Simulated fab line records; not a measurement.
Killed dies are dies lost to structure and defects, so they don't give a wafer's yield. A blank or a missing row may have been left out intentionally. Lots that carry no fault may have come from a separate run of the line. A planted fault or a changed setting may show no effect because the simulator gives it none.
Which tool is to blame? || flow n5_finfet || at 1 step of a route of 1938, 12 lots with 36 wafers sampled

WHAT EACH GAUGE READ, for each wafer
N5_BEOL_M7_CD_MEAS_28: the cd target is 40 nm.
{"lot": "L076", "measured": "day 10 01:26", "on": "cd_sem-02", "cd_nm (nm)": "39.98 40.34 40.14"}
{"lot": "L079", "measured": "day 10 20:55", "on": "cd_sem-02", "cd_nm (nm)": "39.90 40.08 39.81"}
{"lot": "L078", "measured": "day 11 08:09", "on": "cd_sem-03", "cd_nm (nm)": "39.66 40.27 40.23"}
{"lot": "L082", "measured": "day 12 01:29", "on": "cd_sem-03", "cd_nm (nm)": "40.12 40.00 39.93"}
{"lot": "L084", "measured": "day 12 07:16", "on": "cd_sem-03", "cd_nm (nm)": "40.11 39.92 40.15"}
{"lot": "L085", "measured": "day 13 11:38", "on": "cd_sem-01", "cd_nm (nm)": "39.95 39.98 40.02"}
{"lot": "L088", "measured": "day 13 13:43", "on": "cd_sem-03", "cd_nm (nm)": "40.08 39.92 39.85"}
{"lot": "L090", "measured": "day 13 19:03", "on": "cd_sem-02", "cd_nm (nm)": "39.78 39.94 39.91"}
{"lot": "L091", "measured": "day 14 16:23", "on": "cd_sem-03", "cd_nm (nm)": "40.11 40.34 39.88"}
{"lot": "L092", "measured": "day 14 16:43", "on": "cd_sem-02", "cd_nm (nm)": "40.07 40.14 39.77"}
{"lot": "L095", "measured": "day 15 02:01", "on": "cd_sem-03", "cd_nm (nm)": "40.07 40.08 39.89"}
{"lot": "L097", "measured": "day 16 05:22", "on": "cd_sem-03", "cd_nm (nm)": "40.31 40.09 39.98"}

WHICH TOOL RAN EACH LOT (tool, then ch and the chambers of the sampled wafers, then the start)
Before these readings, the record contains no process step.

THE ANSWER, worked out from the rows above alone
Rule: the lots themselves supply what counts as usual. The widest of any qualifying gaps counts: lots, ordered by their means at a reading, are off when they make up no more than a third of the lots, leave a main group of 4 or more, and stand apart from it by 3 or more times the standard deviation of that group's means. Not used: any main group whose means are identical at the precision the tables above print for the reading. A lot without any number at a reading at which 4 lots or more have one is off too. Any other lot the step has rows for is counted as sound.
None of the lots is off at any reading shown; this tells nothing.

WHAT THE SIMULATOR HAD INSERTED
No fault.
